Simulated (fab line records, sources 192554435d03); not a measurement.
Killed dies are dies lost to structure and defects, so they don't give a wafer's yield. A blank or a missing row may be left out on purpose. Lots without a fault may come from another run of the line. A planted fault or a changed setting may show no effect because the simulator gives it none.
fab line records | flow n5_finfet
record lots=24 wafers=72 last_day=18
route steps=1938 shown BEOL_M12@1650 BEOL_M13@1672
lots that met no fault: from a run of the same line without faults
start_h: hours from the record's first day to the start of the lot's first wafer shown | wait_h: hours since the lot's step before | " the same as in the row above | L1.1+2: a row that stands for several wafers | - no value, or no start given | * or withheld: withheld | < > ~ a bound
route shown NAME@n: a module of which the file shows steps, and the number in the route of the first | usual: mean/standard deviation of fault-free wafers | same: alike in all rows | chamber/n: place in a boat | sites: the reading at each site | _std_site: their standard deviation | _edge_site: outer sites' mean less inner sites' | radius_mm: how far each site lies from the wafer's centre | mask NAME#n: copy n | behind: the tool/chamber that last shaped the wafer | hold: why the lot was held/for how many hours/how that ended | device: the transistor (n, p or np) that didn't switch | end of line: the same wafers' tests at the end of the route | a step without rows: its recipe alone | killed: dies lost to structure and defects at the first sort, not the wafer's yield | map: a wafer's dies, x killed, . not, _ none there
set.NAME: the setting as run; set.NAME@STEP: as run at that earlier step | model.NAME: the simulator's own value behind a step, which no gauge read
steps of the route over a sample of lots; a table a step, a row a wafer
services: from which hour (start_h, from the record's first day; less than 0 if before it) a tool's chamber was out of use, for how many hours, and why
## steps
# step N5_BEOL_M12_SPUTTER_45
# recipe material=Cu target_thk_a=800 temp_c=-20 bias_v=60 power_w=26000 chamber_pressure_pa=0.13 time_s=13.33
# usual bias_v=59.9/0.62 throttle_valve_pct=30.2/1.1
# columns lot.wafer tool chamber start_h wait_h bias_v throttle_valve_pct
L075.2 pvd_sputter-03 - 240.15 0.0 59.8 28.5
L075.3 " - " " 59.2 29.4
L075.4 " - " " 60.4 29.1
L074.4 pvd_sputter-03 - 245.59 0.0 58.6 28.9
L074.5 " - " " 59.6 28.8
L074.6 " - " " 59.9 29.0
L076.2 pvd_sputter-01 - 257.54 0.0 58.8 31.1
L076.3 " - " " 59.1 27.7
L076.6 " - " " 59.6 30.4
L077.1 pvd_sputter-03 - 264.37 0.0 60.0 28.9
L077.2 " - " " 60.2 30.9
L077.4 " - " " 59.5 29.5
L079.1 pvd_sputter-03 - 280.01 0.0 59.3 28.9
L079.4 " - " " 59.6 30.8
L079.5 " - " " 59.9 30.8
L078.1 pvd_sputter-02 - 280.50 0.0 59.7 31.6
L078.2 " - " " 60.1 31.5
L078.4 " - " " 59.8 29.9
L080.2 pvd_sputter-02 - 281.06 0.0 59.9 31.5
L080.4 " - " " 61.2 29.8
L080.5 " - " " 60.0 31.6
L081.3 pvd_sputter-02 - 287.77 0.0 58.8 31.3
L081.5 " - " " 59.6 31.7
L081.6 " - " " 60.4 31.4
L082.2 pvd_sputter-01 - 298.95 0.0 61.0 30.0
L082.3 " - " " 60.3 27.9
L082.6 " - " " 60.4 27.6
L085.3 pvd_sputter-02 - 321.84 0.0 59.2 31.5
L085.5 " - " " 59.6 31.5
L085.6 " - " " 60.2 31.7
L083.3 pvd_sputter-01 - 322.17 0.0 60.3 30.8
L083.4 " - " " 60.2 30.6
L083.5 " - " " 59.3 30.8
L086.1 pvd_sputter-02 - 322.24 0.0 59.6 31.4
L086.3 " - " " 61.2 31.5
L086.5 " - " " 60.2 29.7
L084.4 pvd_sputter-03 - 322.95 0.0 58.7 28.6
L084.5 " - " " 60.3 29.0
L084.6 " - " " 60.5 29.2
L088.2 pvd_sputter-03 - 328.82 0.0 59.5 30.8
L088.3 " - " " 59.8 28.6
L088.6 " - " " 59.6 29.0
L087.1 pvd_sputter-02 - 335.36 0.0 60.1 31.4
L087.3 " - " " 59.6 29.9
L087.4 " - " " 60.3 29.4
L091.1 pvd_sputter-01 - 342.40 0.0 59.5 30.5
L091.3 " - " " 60.6 30.9
L091.6 " - " " 60.2 30.8
L089.1 pvd_sputter-02 - 342.49 0.0 59.9 30.6
L089.2 " - " " 59.7 29.5
L089.4 " - " " 59.0 31.4
L090.3 pvd_sputter-02 - 345.81 0.0 59.9 29.7
L090.4 " - " " 60.8 31.4
L090.5 " - " " 59.8 29.5
L092.3 pvd_sputter-01 - 370.49 0.0 60.3 27.9
L092.4 " - " " 60.0 30.8
L092.5 " - " " 60.1 30.1
L094.1 pvd_sputter-01 - 370.85 0.0 59.9 30.9
L094.5 " - " " 59.8 30.9
L094.6 " - " " 59.9 30.1
L095.3 pvd_sputter-02 - 378.98 0.0 59.8 30.6
L095.4 " - " " 60.5 29.8
L095.5 " - " " 59.7 29.6
L093.1 pvd_sputter-02 - 391.40 0.0 59.8 31.4
L093.4 " - " " 59.5 30.4
L093.6 " - " " 60.1 31.7
L097.1 pvd_sputter-02 - 397.72 0.0 60.0 30.7
L097.2 " - " " 61.1 31.2
L097.4 " - " " 58.8 29.7
L096.1 pvd_sputter-03 - 402.30 0.0 58.1 28.3
L096.3 " - " " 60.1 28.9
L096.6 " - " " 59.0 28.7
# step N5_BEOL_M12_THK_MEAS_50
# recipe thk_meas_gauge=xrf reads=Cu_of_BEOL_M12_ECD_47
# usual M12_THK=309/5.3
# columns lot.wafer tool chamber start_h wait_h M12_THK[nm]
L075.2 film_metro-01 - 241.22 - 302
L075.3 " - " " 301
L075.4 " - " " 305
L074.4 film_metro-01 - 247.07 - 306
L074.5 " - " " 307
L074.6 " - " " 311
L076.2 film_metro-01 - 258.52 - 308
L076.3 " - " " 310
L076.6 " - " " 309
L077.1 film_metro-01 - 265.67 - 306
L077.2 " - " " 305
L077.4 " - " " 307
L079.1 film_metro-02 - 280.87 - 308
L079.4 " - " " 308
L079.5 " - " " 308
L078.1 film_metro-02 - 281.37 - 310
L078.2 " - " " 311
L078.4 " - " " 313
L080.2 film_metro-01 - 281.91 - 314
L080.4 " - " " 301
L080.5 " - " " 308
L081.3 film_metro-01 - 288.64 - 313
L081.5 " - " " 313
L081.6 " - " " 308
L082.2 film_metro-02 - 299.80 - 302
L082.3 " - " " 306
L082.6 " - " " 304
L085.3 film_metro-02 - 322.80 - 309
L085.5 " - " " 315
L085.6 " - " " 309
L083.3 film_metro-01 - 323.03 - 309
L083.4 " - " " 311
L083.5 " - " " 307
L086.1 film_metro-02 - 323.09 - 306
L086.3 " - " " 319
L086.5 " - " " 319
L084.4 film_metro-02 - 323.82 - 316
L084.5 " - " " 314
L084.6 " - " " 315
L088.2 film_metro-02 - 330.11 - 311
L088.3 " - " " 316
L088.6 " - " " 316
L087.1 film_metro-01 - 336.21 - 297
L087.3 " - " " 300
L087.4 " - " " 302
L091.1 film_metro-01 - 343.26 - 310
L091.3 " - " " 308
L091.6 " - " " 309
L089.1 film_metro-01 - 343.37 - 313
L089.2 " - " " 312
L089.4 " - " " 311
L090.3 film_metro-01 - 347.08 - 316
L090.4 " - " " 305
L090.5 " - " " 318
L092.3 film_metro-02 - 371.54 - 298
L092.4 " - " " 302
L092.5 " - " " 308
L094.1 film_metro-01 - 371.90 - 319
L094.5 " - " " 313
L094.6 " - " " 317
L095.3 film_metro-01 - 380.17 - 314
L095.4 " - " " 313
L095.5 " - " " 311
L093.1 film_metro-02 - 392.26 - 312
L093.4 " - " " 305
L093.6 " - " " 306
L097.1 film_metro-02 - 398.57 - 311
L097.2 " - " " 312
L097.4 " - " " 314
L096.1 film_metro-01 - 403.16 - 312
L096.3 " - " " 319
L096.6 " - " " 310
# step N5_BEOL_M12_DEP_53
# recipe material=SiCN target_thk_a=300 temp_c=withheld precursor=3MS/NH3 pressure_torr=3 rf_w=675 time_s=10.5
# usual showerhead_plenum_p_Torr=4.150/0.021 throttle_valve_pct=17.8/0.68
# columns lot.wafer tool chamber start_h wait_h showerhead_plenum_p_Torr throttle_valve_pct
L075.2 pecvd-04 1 241.28 0.0 4.182 17.6
L075.3 " 0 " " 4.145 17.7
L075.4 " 1 " " 4.181 17.4
L074.4 pecvd-01 1 247.14 0.0 4.138 18.1
L074.5 " 0 " " 4.160 19.3
L074.6 " 2 " " 4.138 17.0
L076.2 pecvd-01 0 258.58 0.0 4.146 19.3
L076.3 " 1 " " 4.134 18.3
L076.6 " 0 " " 4.157 19.2
L077.1 pecvd-02 2 265.73 0.0 4.123 17.1
L077.2 " 1 " " 4.157 17.8
L077.4 " 1 " " 4.142 17.8
L079.1 pecvd-01 0 280.93 0.0 4.157 19.2
L079.4 " 2 " " 4.123 17.2
L079.5 " 1 " " 4.134 18.3
L078.1 pecvd-02 0 281.43 0.0 4.169 17.1
L078.2 " 2 " " 4.135 17.4
L078.4 " 2 " " 4.132 17.1
L080.2 pecvd-04 2 281.98 0.0 4.194 17.3
L080.4 " 2 " " 4.183 17.1
L080.5 " 0 " " 4.150 17.7
L081.3 pecvd-02 1 288.70 0.0 4.135 18.1
L081.5 " 2 " " 4.123 17.3
L081.6 " 0 " " 4.162 17.2
L082.2 pecvd-04 0 299.86 0.0 4.152 17.9
L082.3 " 1 " " 4.185 17.6
L082.6 " 2 " " 4.182 17.4
L085.3 pecvd-01 0 322.86 0.0 4.156 19.3
L085.5 " 2 " " 4.128 17.1
L085.6 " 1 " " 4.149 18.3
L083.3 pecvd-01 1 323.09 0.0 4.142 18.3
L083.4 " 1 " " 4.131 18.1
L083.5 " 2 " " 4.128 17.0
L086.1 pecvd-02 2 323.15 0.0 4.144 17.4
L086.3 " 0 " " 4.166 17.3
L086.5 " 1 " " 4.153 17.4
L084.4 pecvd-01 2 323.89 0.0 4.127 17.0
L084.5 " 0 " " 4.148 19.5
L084.6 " 1 " " 4.135 18.5
L088.2 pecvd-04 2 330.18 0.0 4.181 17.0
L088.3 " 0 " " 4.153 17.9
L088.6 " 1 " " 4.174 17.6
L087.1 pecvd-01 2 336.28 0.0 4.124 16.9
L087.3 " 0 " " 4.146 19.3
L087.4 " 2 " " 4.129 17.1
L091.1 pecvd-01 2 343.32 0.0 4.123 17.3
L091.3 " 0 " " 4.160 19.1
L091.6 " 0 " " 4.143 19.4
L089.1 pecvd-04 0 343.44 0.0 4.158 18.1
L089.2 " 1 " " 4.181 17.8
L089.4 " 2 " " 4.184 17.3
L090.3 pecvd-02 0 347.14 0.0 4.169 17.0
L090.4 " 0 " " 4.155 17.3
L090.5 " 1 " " 4.156 18.0
L092.3 pecvd-02 1 371.60 0.0 4.155 17.9
L092.4 " 0 " " 4.166 17.2
L092.5 " 2 " " 4.128 17.6
L094.1 pecvd-01 1 371.96 0.0 4.142 18.0
L094.5 " 0 " " 4.143 19.2
L094.6 " 2 " " 4.122 17.3
L095.3 pecvd-04 0 380.25 0.0 4.163 18.2
L095.4 " 2 " " 4.202 17.3
L095.5 " 0 " " 4.145 18.2
L093.1 pecvd-04 2 392.33 0.0 4.178 17.3
L093.4 " 2 " " 4.194 17.4
L093.6 " 0 " " 4.146 18.0
L097.1 pecvd-01 2 398.65 0.0 4.135 17.1
L097.2 " 1 " " 4.127 18.2
L097.4 " 1 " " 4.132 18.1
L096.1 pecvd-02 0 403.22 0.0 4.161 17.4
L096.3 " 1 " " 4.143 17.9
L096.6 " 0 " " 4.165 17.1
# step N5_BEOL_M13_DESCUM_15
# recipe chemistry=O2 time_s=7.9 source_power_w=50 bias_power_w=20 pressure_mtorr=20 rf_frequency_hz=2.712e+07 temp_c=40 o2_flow_sccm=225
# usual drypump_motor_current_A=5.7/0.39 oes_product_au=0.82/0.099 rf_vpp_V=243.6/1.2 showerhead_plenum_p_Torr=2.13/0.058 throttle_valve_pct=20.39/0.29
# columns lot.wafer tool chamber start_h wait_h drypump_motor_current_A oes_product_au rf_hours_counter_h rf_vpp_V showerhead_plenum_p_Torr throttle_valve_pct
L075.2 rie_diel-06 0 242.20 0.2 5.3 0.85 76 243.9 2.13 20.40
L075.3 " 3 " " 5.7 0.69 247 244.5 2.15 20.66
L075.4 " 0 " " 5.3 0.84 - 243.3 2.13 20.40
L074.4 rie_diel-03 1 247.80 0.0 5.5 1.00 1 242.1 2.03 19.99
L074.5 " 0 " " 5.3 0.77 - 245.8 2.19 20.50
L074.6 " 1 " " 5.5 1.00 - 242.3 2.03 20.00
L076.2 rie_diel-02 0 259.37 0.0 6.6 0.68 243 242.6 1.97 20.56
L076.3 " 2 " " 5.1 0.73 177 244.5 2.18 20.76
L076.6 " 1 " " 6.0 0.76 - 241.4 2.08 19.98
L077.1 rie_diel-06 0 266.40 0.0 5.4 0.83 85 242.0 2.13 20.41
L077.2 " 2 " " 6.0 0.75 173 244.0 2.19 20.75
L077.4 " 0 " " 5.3 0.84 - 242.1 2.13 20.40
L079.1 rie_diel-06 2 281.72 0.0 6.1 0.74 179 242.9 2.18 20.77
L079.4 " 1 " " 5.8 0.70 243 245.3 2.15 20.74
L079.5 " 1 " " 5.8 0.70 - 243.5 2.15 20.74
L078.1 rie_diel-06 1 282.10 0.0 5.8 0.71 243 244.5 2.15 20.74
L078.2 " 2 " " 6.1 0.74 179 246.6 2.18 20.76
L078.4 " 0 " " 5.3 0.82 91 244.7 2.13 20.42
L080.2 rie_diel-02 0 282.65 0.0 6.6 0.68 250 240.0 1.96 20.57
L080.4 " 0 " " 6.6 0.68 - 240.9 1.96 20.57
L080.5 " 1 " " 6.0 0.75 - 243.2 2.07 19.98
L081.3 rie_diel-02 3 289.49 0.0 5.6 1.00 1 244.8 2.15 20.01
L081.5 " 1 " " 6.0 0.75 - 244.1 2.07 19.99
L081.6 " 3 " " 5.6 1.01 - 243.3 2.15 19.99
L082.2 rie_diel-03 3 300.53 0.0 5.5 0.71 236 242.9 2.05 20.54
L082.3 " 1 " " 5.5 0.94 17 240.7 2.03 20.01
L082.6 " 2 " " 5.8 0.90 - 242.5 2.07 20.38
L085.3 rie_diel-06 2 323.57 0.1 6.1 0.73 193 245.8 2.18 20.77
L085.5 " 3 " " 5.7 0.92 - 244.9 2.14 20.18
L085.6 " 2 " " 6.1 0.74 - 242.9 2.18 20.79
L086.1 rie_diel-06 1 323.94 0.0 5.8 1.02 0 244.0 2.15 20.26
L086.3 " 2 " " 6.1 0.73 194 244.6 2.18 20.78
L086.5 " 3 " " 5.7 0.92 - 242.6 2.14 20.17
L083.3 rie_diel-03 0 324.10 0.0 5.3 0.75 191 243.9 2.18 20.54
L083.4 " 3 " " 5.6 0.70 242 242.0 2.05 20.55
L083.5 " 1 " " 5.5 0.92 - 243.2 2.03 20.04
L084.4 rie_diel-02 0 324.84 0.3 6.6 0.95 10 246.8 2.22 20.08
L084.5 " 3 " " 5.6 0.96 - 243.7 2.15 20.02
L084.6 " 0 " " 6.5 0.95 - 244.1 2.22 20.09
L088.2 rie_diel-06 1 331.11 0.3 5.8 1.00 2 244.2 2.15 20.27
L088.3 " 3 " " 5.7 0.91 18 244.9 2.14 20.19
L088.6 " 0 " " 5.4 0.81 - 242.4 2.12 20.44
L087.1 rie_diel-03 1 336.96 0.1 5.5 0.90 28 240.8 2.02 20.04
L087.3 " 3 " " 5.6 0.70 246 243.1 2.05 20.53
L087.4 " 0 " " 5.3 0.74 195 244.2 2.18 20.55
L091.1 rie_diel-02 1 344.02 0.0 6.0 0.73 191 242.6 2.07 20.03
L091.3 " 2 " " 5.1 0.71 201 243.9 2.17 20.80
L091.6 " 2 " " 5.1 0.72 - 244.5 2.17 20.80
L089.1 rie_diel-02 1 344.39 0.3 6.0 0.73 191 243.0 2.07 20.01
L089.2 " 2 " " 5.1 0.72 202 243.6 2.17 20.80
L089.4 " 0 " " 6.6 0.92 15 245.5 2.22 20.12
L090.3 rie_diel-02 2 349.52 1.7 5.1 0.71 205 244.3 2.17 20.81
L090.4 " 3 " " 5.6 0.94 21 244.0 2.15 20.03
L090.5 " 2 " " 5.1 0.71 - 243.7 2.17 20.81
L092.3 rie_diel-02 2 372.46 0.1 5.1 0.69 214 243.7 2.16 20.83
L092.4 " 0 " " 6.5 0.90 26 246.0 2.22 20.11
L092.5 " 0 " " 6.5 0.89 - 245.0 2.22 20.12
L094.1 rie_diel-06 0 372.78 0.1 5.3 0.79 121 244.4 2.11 20.46
L094.5 " 3 " " 5.7 0.88 - 243.9 2.13 20.19
L094.6 " 2 " " 6.0 0.73 - 243.4 2.17 20.82
L095.3 rie_diel-06 1 381.05 0.0 5.8 0.94 14 243.6 2.15 20.28
L095.4 " 0 " " 5.4 0.78 124 243.4 2.11 20.48
L095.5 " 1 " " 5.8 0.95 - 244.3 2.15 20.28
L093.1 rie_diel-02 0 393.37 0.2 6.6 0.88 33 245.3 2.21 20.13
L093.4 " 1 " " 6.0 0.71 209 242.6 2.06 20.04
L093.6 " 3 " " 5.6 0.91 - 244.2 2.14 20.06
L097.1 rie_diel-06 3 399.46 0.0 5.7 0.86 43 244.2 2.13 20.22
L097.2 " 1 " " 5.8 0.93 20 244.0 2.14 20.32
L097.4 " 0 " " 5.3 0.79 129 243.1 2.11 20.48
L096.1 rie_diel-03 0 403.95 0.0 5.3 0.73 213 244.4 2.17 20.59
L096.3 " 2 " " 5.8 0.87 57 241.7 2.05 20.44
L096.6 " 2 " " 5.8 0.86 - 242.3 2.05 20.42
# step N5_BEOL_M13_STRIP_64
# recipe chemistry=N2/H2 power_w=1000 temp_c=250 h2_frac=0.65 overash_fraction=0.3 pressure_mtorr=withheld n2_flow_sccm=1750 h2_flow_sccm=3250
# usual drypump_motor_current_A=5.5/0.62 heater_power_w=341/20 n2_flow_sccm=1750/5.1 oes_product_au=0.715/0.0043 strip_time_to_endpoint_s=31.34/0.088
# columns lot.wafer tool chamber start_h wait_h drypump_motor_current_A heater_power_w n2_flow_sccm oes_product_au rf_hours_counter_h strip_time_to_endpoint_s
L075.2 plasma_asher-01 1 242.58 0.0 4.7 338 1756 0.704 114 31.34
L075.3 " 1 " " 4.7 331 1753 0.704 - 31.45
L075.4 " 0 " " 6.4 337 1760 0.717 - 31.45
L074.4 plasma_asher-01 0 248.21 0.0 6.4 353 1747 0.713 - 31.45
L074.5 " 0 " " 6.4 345 1751 0.712 - 31.42
L074.6 " 1 " " 4.7 332 1745 0.717 - 31.43
L076.2 plasma_asher-01 1 259.75 0.0 4.7 329 1741 0.713 118 31.31
L076.3 " 1 " " 4.7 334 1746 0.714 - 31.37
L076.6 " 0 " " 6.4 334 1757 0.722 - 31.33
L077.1 plasma_asher-02 1 266.78 0.0 5.5 306 1748 0.714 78 31.30
L077.2 " 0 " " 5.5 376 1755 0.715 78 31.33
L077.4 " 0 " " 5.5 375 1751 0.708 - 31.33
L079.1 plasma_asher-02 0 282.11 0.0 5.5 372 1745 0.715 81 31.26
L079.4 " 1 " " 5.4 329 1747 0.717 - 31.30
L079.5 " 0 " " 5.5 366 1743 0.713 - 31.25
L078.1 plasma_asher-02 1 282.48 0.0 5.4 319 1744 0.720 81 31.41
L078.2 " 0 " " 5.5 374 1753 0.710 81 31.50
L078.4 " 1 " " 5.4 323 1749 0.712 - 31.44
L080.2 plasma_asher-02 1 283.03 0.0 5.4 324 1749 0.708 81 31.32
L080.4 " 0 " " 5.5 375 1743 0.714 - 31.24
L080.5 " 1 " " 5.4 321 1752 0.716 - 31.33
L081.3 plasma_asher-02 1 289.89 0.0 5.4 317 1751 0.703 - 31.44
L081.5 " 0 " " 5.5 364 1745 0.714 - 31.34
L081.6 " 1 " " 5.4 323 1753 0.712 - 31.46
L082.2 plasma_asher-01 0 300.91 0.0 6.4 333 1749 0.718 125 31.45
L082.3 " 1 " " 4.7 327 1756 0.717 - 31.36
L082.6 " 1 " " 4.7 329 1756 0.718 - 31.40
L085.3 plasma_asher-02 0 323.97 0.0 5.5 368 1755 0.712 - 31.27
L085.5 " 1 " " 5.4 327 1753 0.707 - 31.21
L085.6 " 0 " " 5.5 368 1750 0.718 - 31.24
L086.1 plasma_asher-02 0 324.33 0.0 5.5 367 1761 0.714 89 31.33
L086.3 " 1 " " 5.4 321 1746 0.716 - 31.39
L086.5 " 1 " " 5.4 327 1743 0.711 - 31.42
L083.3 plasma_asher-01 1 324.51 0.0 4.7 333 1746 0.718 - 31.36
L083.4 " 0 " " 6.4 354 1746 0.723 - 31.49
L083.5 " 1 " " 4.7 326 1752 0.709 - 31.44
L084.4 plasma_asher-01 0 325.24 0.0 6.4 340 1745 0.718 - 31.28
L084.5 " 0 " " 6.4 344 1749 0.717 - 31.25
L084.6 " 1 " " 4.7 330 1758 0.716 - 31.29
L088.2 plasma_asher-02 0 331.49 0.0 5.5 376 1758 0.711 90 31.17
L088.3 " 1 " " 5.4 319 1752 0.716 - 31.34
L088.6 " 0 " " 5.5 380 1756 0.718 - 31.22
L087.1 plasma_asher-02 0 337.34 0.0 5.5 370 1746 0.718 92 31.33
L087.3 " 1 " " 5.4 321 1750 0.717 - 31.41
L087.4 " 0 " " 5.5 369 1746 0.714 - 31.34
L091.1 plasma_asher-01 0 344.40 0.0 6.4 334 1751 0.714 134 31.44
L091.3 " 0 " " 6.4 339 1755 0.715 - 31.46
L091.6 " 0 " " 6.4 343 1743 0.713 - 31.49
L089.1 plasma_asher-02 1 344.77 0.0 5.4 317 1742 0.717 93 31.39
L089.2 " 0 " " 5.5 382 1762 0.708 93 31.52
L089.4 " 1 " " 5.4 318 1743 0.712 - 31.41
L090.3 plasma_asher-02 0 349.92 0.0 5.5 364 1758 0.719 - 31.20
L090.4 " 1 " " 5.4 321 1754 0.709 - 31.19
L090.5 " 1 " " 5.4 320 1760 0.719 - 31.23
L092.3 plasma_asher-02 1 372.86 0.0 5.4 323 1755 0.719 - 31.31
L092.4 " 0 " " 5.5 376 1750 0.718 - 31.30
L092.5 " 0 " " 5.5 373 1750 0.714 - 31.25
L094.1 plasma_asher-01 1 373.16 0.0 4.7 332 1747 0.715 141 31.28
L094.5 " 0 " " 6.4 340 1748 0.713 - 31.26
L094.6 " 1 " " 4.7 329 1753 0.715 - 31.29
L095.3 plasma_asher-01 1 381.45 0.0 4.7 330 1747 0.713 - 31.34
L095.4 " 0 " " 6.4 343 1750 0.721 - 31.24
L095.5 " 0 " " 6.4 345 1750 0.716 - 31.42
L093.1 plasma_asher-01 0 393.75 0.0 6.4 348 1751 0.717 145 31.29
L093.4 " 1 " " 4.7 325 1753 0.715 - 31.40
L093.6 " 0 " " 6.4 336 1750 0.718 - 31.35
L097.1 plasma_asher-01 0 399.84 0.0 6.4 334 1745 0.720 147 31.26
L097.2 " 1 " " 4.7 323 1744 0.713 147 31.36
L097.4 " 0 " " 6.4 346 1743 0.718 - 31.43
L096.1 plasma_asher-01 1 404.33 0.0 4.7 326 1757 0.720 147 31.28
L096.3 " 1 " " 4.7 330 1753 0.711 - 31.35
L096.6 " 0 " " 6.4 348 1733 0.717 - 31.31
# step N5_BEOL_M13_OCD_MEAS_35
# usual trench_depth_nm=416/6.4
# columns lot.wafer tool chamber start_h wait_h trench_depth_nm
L075.2 ocd-01 - 243.90 0.0 419
L075.3 " - " " 398
L075.4 " - " " 411
L074.4 ocd-01 - 249.50 0.0 414
L074.5 " - " " 407
L074.6 " - " " 413
L076.2 ocd-01 - 260.89 0.0 415
L076.3 " - " " 410
L076.6 " - " " 413
L077.1 ocd-01 - 267.92 0.0 421
L077.2 " - " " 408
L077.4 " - " " 420
L079.1 ocd-01 - 283.26 0.0 408
L079.4 " - " " 419
L079.5 " - " " 415
L078.1 ocd-02 - 283.63 0.0 410
L078.2 " - " " 417
L078.4 " - " " 414
L080.2 ocd-02 - 284.30 0.0 416
L080.4 " - " " 408
L080.5 " - " " 409
L081.3 ocd-02 - 291.14 0.0 426
L081.5 " - " " 413
L081.6 " - " " 415
L082.2 ocd-02 - 302.06 0.0 419
L082.3 " - " " 418
L082.6 " - " " 420
L085.3 ocd-02 - 325.17 0.0 421
L085.5 " - " " 414
L085.6 " - " " 421
L086.1 ocd-01 - 325.76 0.0 418
L086.3 " - " " 419
L086.5 " - " " 418
L083.3 ocd-02 - 325.81 0.0 409
L083.4 " - " " 414
L083.5 " - " " 422
L084.4 ocd-02 - 326.36 0.0 421
L084.5 " - " " 424
L084.6 " - " " 417
L088.2 ocd-02 - 332.91 0.0 406
L088.3 " - " " 421
L088.6 " - " " 425
L087.1 ocd-01 - 338.49 0.0 415
L087.3 " - " " 424
L087.4 " - " " 406
L091.1 ocd-01 - 345.77 0.0 418
L091.3 " - " " 422
L091.6 " - " " 420
L089.1 ocd-02 - 346.76 0.0 409
L089.2 " - " " 422
L089.4 " - " " 418
L090.3 ocd-02 - 352.23 0.0 410
L090.4 " - " " 414
L090.5 " - " " 419
L092.3 ocd-02 - 374.58 0.0 415
L092.4 " - " " 419
L092.5 " - " " 413
L094.1 ocd-01 - 374.66 0.0 428
L094.5 " - " " 426
L094.6 " - " " 424
L095.3 ocd-01 - 382.70 0.0 418
L095.4 " - " " 425
L095.5 " - " " 411
L093.1 ocd-02 - 395.19 0.0 423
L093.4 " - " " 411
L093.6 " - " " 411
L097.1 ocd-02 - 401.14 0.0 413
L097.2 " - " " 414
L097.4 " - " " 416
L096.1 ocd-02 - 405.70 0.0 421
L096.3 " - " " 411
L096.6 " - " " 416
## services
# columns tool chamber start_h hours kind
rie_diel-06 3 250.46 - clean
rie_diel-06 3 250.46 - consumable_replace:focus_ring
rie_diel-06 3 250.46 18.2 scheduled_down
rie_diel-06 3 250.46 18.2 vent_cycle
rie_diel-02 3 261.39 - clean
rie_diel-02 3 261.39 - consumable_replace:focus_ring
rie_diel-02 3 261.39 21.8 scheduled_down
rie_diel-02 3 261.39 21.8 vent_cycle
pecvd-04 - 269.27 1.5 repair
rie_diel-02 0 283.23 - clean
rie_diel-02 0 283.23 - consumable_replace:focus_ring
pecvd-01 1 284.69 6.8 repair
pecvd-01 - 286.81 3.3 repair
rie_diel-06 1 305.63 - clean
rie_diel-06 1 305.63 - consumable_replace:focus_ring
rie_diel-06 1 305.63 18.3 scheduled_down
rie_diel-06 1 305.63 18.3 vent_cycle
rie_diel-02 - 315.59 2.8 pm
rie_diel-03 - 343.13 14.6 pm
rie_diel-06 1 352.47 9.0 repair
plasma_asher-02 - 352.57 2.4 repair
pecvd-04 1 364.40 29.3 repair
rie_diel-03 1 388.84 3.2 repair
pecvd-01 0 394.16 5.5 scheduled_down
## key
fault none
